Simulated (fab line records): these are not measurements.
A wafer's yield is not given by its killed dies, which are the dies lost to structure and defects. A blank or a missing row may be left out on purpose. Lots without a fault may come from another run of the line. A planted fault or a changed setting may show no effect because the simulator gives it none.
Matching of chambers	flow n5-finfet	4 sister chambers for N5_BEOL_M0_ETCH_138 on rie-diel-01
The step etches SiCN in CH3F/O2, target depth 12 nm, time 31.6 s. 18 wafers are shown with their chamber, then 9 later ones without.

== EACH WAFER AND ITS CHAMBER ==
wafer	chamber	showerhead-plenum-p-Torr (Torr)	drypump-motor-current-A (A)	throttle-valve-pct (%)
L074.2	3	2.02	5.6	16.43
L074.5	1	2.03	5.7	16.23
L074.6	0	2.11	5.7	16.26
L080.3	3	2.02	5.6	16.45
L080.5	3	2.02	5.6	16.48
L080.6	2	1.95	6.3	16.39
L083.1	0	2.10	5.7	16.32
L083.4	1	2.02	5.8	16.28
L083.6	2	1.95	6.3	16.44
L084.1	1	2.02	5.7	16.28
L084.2	2	1.95	6.2	16.42
L084.4	3	2.01	5.6	16.47
L090.1	3	2.01	5.6	16.50
L090.4	0	2.10	5.7	16.34
L090.5	1	2.02	5.8	16.32
L092.1	0	2.10	5.8	16.35
L092.2	2	1.94	6.2	16.44
L092.5	2	1.94	6.2	16.45

SIGNATURES (averages over the wafers above)
reading	chamber 0	chamber 1	chamber 2	chamber 3	scatter within a chamber
showerhead-plenum-p-Torr	2.1025	2.0225	1.9460	2.0160	0.00528
drypump-motor-current-A	5.725	5.750	6.240	5.600	0.0459
throttle-valve-pct	16.3175	16.2775	16.4280	16.4660	0.0318
Rule: a wafer's distance from a chamber is the root of the sum, over the readings, of the square of ((its reading less the chamber's mean) divided by the reading's scatter). If the next closest chamber is less than 2 further off than the closest, the wafer can't be placed; otherwise it belongs to the closest. The scatter: take each reading less its chamber's mean, square it, sum over the shown wafers, divide by the number of wafers less the number of chambers, and take the root.

== WAFERS WITHOUT THEIR CHAMBER ==
wafer	showerhead-plenum-p-Torr (Torr)	drypump-motor-current-A (A)	throttle-valve-pct (%)
L093.1	2.01	5.6	16.51
L093.3	2.10	5.8	16.35
L093.5	1.94	6.2	16.45
L094.1	2.00	5.6	16.54
L094.4	2.09	5.7	16.38
L094.5	2.00	5.6	16.55
L097.4	2.01	5.8	16.32
L097.5	1.94	6.3	16.49
L097.6	2.00	5.6	16.53

== CHAMBER TAKEN BY EACH ==
wafer	from the rows above	in truth
L093.1	3	3
L093.3	0	0
L093.5	2	2
L094.1	3	3
L094.4	0	0
L094.5	3	3
L097.4	1	1
L097.5	2	2
L097.6	3	3
Placed correctly: 9 of 9. From these rows, 0 cannot be placed. Placed wrongly: 0.
